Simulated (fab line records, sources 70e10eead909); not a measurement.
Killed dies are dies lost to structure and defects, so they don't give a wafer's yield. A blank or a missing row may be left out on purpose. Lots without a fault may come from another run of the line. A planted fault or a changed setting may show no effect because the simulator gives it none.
Chamber matching | flow nand_harc | NHARC_A_SGD_CUT_ETCH_16 on rie_diel-08: 4 sister chambers
The step etches the open film in C4F8/O2/Ar, target depth 310.5 nm, time 155.2 s. 14 wafers are shown with their chamber, then 7 later ones without.

WAFERS WITH THEIR CHAMBER
wafer  | chamber | rf_vpp_V (V) | bias_w (W) | chamber_pressure_mTorr (mTorr)
L213.3 | 0       | 724          | 796.0      | 24.988
L213.4 | 1       | 723          | 799.1      | 24.980
L213.6 | 0       | 725          | 798.8      | 24.972
L212.2 | 2       | 718          | 800.5      | 25.027
L212.3 | 1       | 723          | 798.2      | 24.977
L212.4 | 3       | 722          | 799.1      | 24.963
L214.3 | 1       | 722          | 798.7      | 24.981
L214.4 | 3       | 722          | 804.5      | 24.996
L214.5 | 0       | 723          | 802.5      | 24.974
L219.1 | 0       | 724          | 803.3      | 25.020
L219.2 | 3       | 722          | 801.5      | 25.002
L219.3 | 2       | 717          | 798.2      | 24.986
L225.1 | 1       | 722          | 800.4      | 25.037
L225.4 | 2       | 717          | 800.9      | 25.007

SIGNATURES (means of the wafers above)
reading                | chamber 0 | chamber 1 | chamber 2 | chamber 3 | scatter within a chamber
rf_vpp_V               | 724.00    | 722.50    | 717.33    | 722.00    | 0.606
bias_w                 | 800.150   | 799.100   | 799.867   | 801.700   | 2.37
chamber_pressure_mTorr | 24.98850  | 24.99375  | 25.00667  | 24.98700  | 0.0239
Rule: a wafer's distance from a chamber is the root of the sum, over the readings, of the square of ((its reading less the chamber's mean) divided by the reading's scatter). The wafer belongs to the nearest chamber; if the next one is less than 2 further off, it can't be placed. The scatter: the root of (the sum of the squares of (reading less its chamber's mean) over the shown wafers, divided by (wafers less chambers)).

WAFERS WITHOUT THEIR CHAMBER
wafer  | rf_vpp_V (V) | bias_w (W) | chamber_pressure_mTorr (mTorr)
L225.5 | 720          | 796.1      | 24.980
L223.1 | 723          | 796.7      | 24.984
L223.2 | 722          | 800.7      | 24.986
L223.3 | 717          | 799.2      | 24.971
L231.1 | 720          | 800.6      | 24.972
L231.2 | 717          | 801.5      | 25.017
L231.6 | 718          | 800.0      | 24.972

WHICH CHAMBER EACH WENT THROUGH
wafer  | from the rows above          | in truth
L225.5 | can't be placed: 3 or 1 or 2 | 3
L223.1 | can't be placed: 1 or 0 or 3 | 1
L223.2 | can't be placed: 3 or 1      | 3
L223.3 | 2                            | 2
L231.1 | can't be placed: 3 or 1 or 2 | 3
L231.2 | 2                            | 2
L231.6 | 2                            | 2
Placed correctly: 3 of 7. Can't be placed from these rows: 4 (the true chamber is among the candidates in 4). Placed wrongly: 0.
